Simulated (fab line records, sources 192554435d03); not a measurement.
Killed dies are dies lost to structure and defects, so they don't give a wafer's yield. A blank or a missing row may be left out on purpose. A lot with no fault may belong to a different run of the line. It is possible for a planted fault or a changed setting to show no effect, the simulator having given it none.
Chamber matching || flow n5_finfet || N5_BEOL_M7_STRIP_67 on rie_diel-03: 4 sister chambers
The step strips in CF4. 20 wafers are shown with their chamber, then 10 later ones without.

WAFERS WITH THEIR CHAMBER
{"wafer": "L075.2", "chamber": 0, "showerhead_plenum_p_Torr (Torr)": 1.71, "throttle_valve_pct (%)": 13.75, "oes_product_au (a.u.)": 0.75}
{"wafer": "L075.4", "chamber": 3, "showerhead_plenum_p_Torr (Torr)": 1.74, "throttle_valve_pct (%)": 13.55, "oes_product_au (a.u.)": 0.79}
{"wafer": "L075.6", "chamber": 1, "showerhead_plenum_p_Torr (Torr)": 1.83, "throttle_valve_pct (%)": 13.20, "oes_product_au (a.u.)": 0.99}
{"wafer": "L078.2", "chamber": 3, "showerhead_plenum_p_Torr (Torr)": 1.73, "throttle_valve_pct (%)": 13.56, "oes_product_au (a.u.)": 0.79}
{"wafer": "L078.4", "chamber": 0, "showerhead_plenum_p_Torr (Torr)": 1.71, "throttle_valve_pct (%)": 13.75, "oes_product_au (a.u.)": 0.75}
{"wafer": "L078.6", "chamber": 3, "showerhead_plenum_p_Torr (Torr)": 1.73, "throttle_valve_pct (%)": 13.55, "oes_product_au (a.u.)": 0.79}
{"wafer": "L082.2", "chamber": 2, "showerhead_plenum_p_Torr (Torr)": 1.72, "throttle_valve_pct (%)": 13.64, "oes_product_au (a.u.)": 0.71}
{"wafer": "L082.4", "chamber": 1, "showerhead_plenum_p_Torr (Torr)": 1.83, "throttle_valve_pct (%)": 13.23, "oes_product_au (a.u.)": 0.93}
{"wafer": "L082.6", "chamber": 1, "showerhead_plenum_p_Torr (Torr)": 1.83, "throttle_valve_pct (%)": 13.24, "oes_product_au (a.u.)": 0.93}
{"wafer": "L083.1", "chamber": 0, "showerhead_plenum_p_Torr (Torr)": 1.71, "throttle_valve_pct (%)": 13.75, "oes_product_au (a.u.)": 0.74}
{"wafer": "L083.2", "chamber": 3, "showerhead_plenum_p_Torr (Torr)": 1.73, "throttle_valve_pct (%)": 13.58, "oes_product_au (a.u.)": 0.78}
{"wafer": "L083.3", "chamber": 2, "showerhead_plenum_p_Torr (Torr)": 1.72, "throttle_valve_pct (%)": 13.62, "oes_product_au (a.u.)": 0.72}
{"wafer": "L084.2", "chamber": 0, "showerhead_plenum_p_Torr (Torr)": 1.70, "throttle_valve_pct (%)": 13.75, "oes_product_au (a.u.)": 0.74}
{"wafer": "L084.4", "chamber": 1, "showerhead_plenum_p_Torr (Torr)": 1.83, "throttle_valve_pct (%)": 13.22, "oes_product_au (a.u.)": 0.92}
{"wafer": "L084.5", "chamber": 3, "showerhead_plenum_p_Torr (Torr)": 1.73, "throttle_valve_pct (%)": 13.59, "oes_product_au (a.u.)": 0.79}
{"wafer": "L085.1", "chamber": 1, "showerhead_plenum_p_Torr (Torr)": 1.83, "throttle_valve_pct (%)": 13.23, "oes_product_au (a.u.)": 0.93}
{"wafer": "L085.3", "chamber": 3, "showerhead_plenum_p_Torr (Torr)": 1.73, "throttle_valve_pct (%)": 13.59, "oes_product_au (a.u.)": 0.78}
{"wafer": "L085.5", "chamber": 1, "showerhead_plenum_p_Torr (Torr)": 1.83, "throttle_valve_pct (%)": 13.23, "oes_product_au (a.u.)": 0.92}
{"wafer": "L089.1", "chamber": 2, "showerhead_plenum_p_Torr (Torr)": 1.72, "throttle_valve_pct (%)": 13.68, "oes_product_au (a.u.)": 0.71}
{"wafer": "L089.5", "chamber": 0, "showerhead_plenum_p_Torr (Torr)": 1.70, "throttle_valve_pct (%)": 13.80, "oes_product_au (a.u.)": 0.73}

SIGNATURES (averages over the wafers above)
{"reading": "showerhead_plenum_p_Torr", "chamber 0": 1.7060, "chamber 1": 1.8300, "chamber 2": 1.7200, "chamber 3": 1.7317, "scatter within a chamber": 0.00356}
{"reading": "throttle_valve_pct", "chamber 0": 13.7600, "chamber 1": 13.2250, "chamber 2": 13.6467, "chamber 3": 13.5700, "scatter within a chamber": 0.0203}
{"reading": "oes_product_au", "chamber 0": 0.7420, "chamber 1": 0.9367, "chamber 2": 0.7133, "chamber 3": 0.7867, "scatter within a chamber": 0.0158}
Rule: a wafer lies at a distance from a chamber equal to the root of the sum of squares, over the readings, of (its reading less the chamber's mean, divided by the reading's scatter). If the next closest chamber is less than 2 further off than the closest, the wafer can't be placed; otherwise it belongs to the closest. The scatter is the square root of a quotient: the sum, over the shown wafers, of each reading's squared deviation from its chamber's mean, divided by wafers minus chambers.

WAFERS MISSING THEIR CHAMBER
{"wafer": "L089.6", "showerhead_plenum_p_Torr (Torr)": 1.73, "throttle_valve_pct (%)": 13.60, "oes_product_au (a.u.)": 0.76}
{"wafer": "L090.1", "showerhead_plenum_p_Torr (Torr)": 1.72, "throttle_valve_pct (%)": 13.68, "oes_product_au (a.u.)": 0.71}
{"wafer": "L090.3", "showerhead_plenum_p_Torr (Torr)": 1.73, "throttle_valve_pct (%)": 13.61, "oes_product_au (a.u.)": 0.77}
{"wafer": "L090.4", "showerhead_plenum_p_Torr (Torr)": 1.82, "throttle_valve_pct (%)": 13.27, "oes_product_au (a.u.)": 0.89}
{"wafer": "L091.2", "showerhead_plenum_p_Torr (Torr)": 1.71, "throttle_valve_pct (%)": 13.69, "oes_product_au (a.u.)": 0.70}
{"wafer": "L091.5", "showerhead_plenum_p_Torr (Torr)": 1.82, "throttle_valve_pct (%)": 13.28, "oes_product_au (a.u.)": 0.89}
{"wafer": "L091.6", "showerhead_plenum_p_Torr (Torr)": 1.72, "throttle_valve_pct (%)": 13.68, "oes_product_au (a.u.)": 0.71}
{"wafer": "L096.1", "showerhead_plenum_p_Torr (Torr)": 1.82, "throttle_valve_pct (%)": 13.30, "oes_product_au (a.u.)": 0.87}
{"wafer": "L096.4", "showerhead_plenum_p_Torr (Torr)": 1.70, "throttle_valve_pct (%)": 13.83, "oes_product_au (a.u.)": 0.73}
{"wafer": "L096.5", "showerhead_plenum_p_Torr (Torr)": 1.82, "throttle_valve_pct (%)": 13.30, "oes_product_au (a.u.)": 0.87}

CHAMBER TAKEN BY EACH
{"wafer": "L089.6", "from the rows above": 3, "in truth": 3}
{"wafer": "L090.1", "from the rows above": 2, "in truth": 2}
{"wafer": "L090.3", "from the rows above": 3, "in truth": 3}
{"wafer": "L090.4", "from the rows above": 1, "in truth": 1}
{"wafer": "L091.2", "from the rows above": "can't be placed: 2 or 0", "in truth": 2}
{"wafer": "L091.5", "from the rows above": 1, "in truth": 1}
{"wafer": "L091.6", "from the rows above": 2, "in truth": 2}
{"wafer": "L096.1", "from the rows above": 1, "in truth": 1}
{"wafer": "L096.4", "from the rows above": 0, "in truth": 0}
{"wafer": "L096.5", "from the rows above": 1, "in truth": 1}
Placed correctly: 9 of 10. These rows do not allow placing 1 (true chamber among the candidates in 1). 0 placed wrongly.
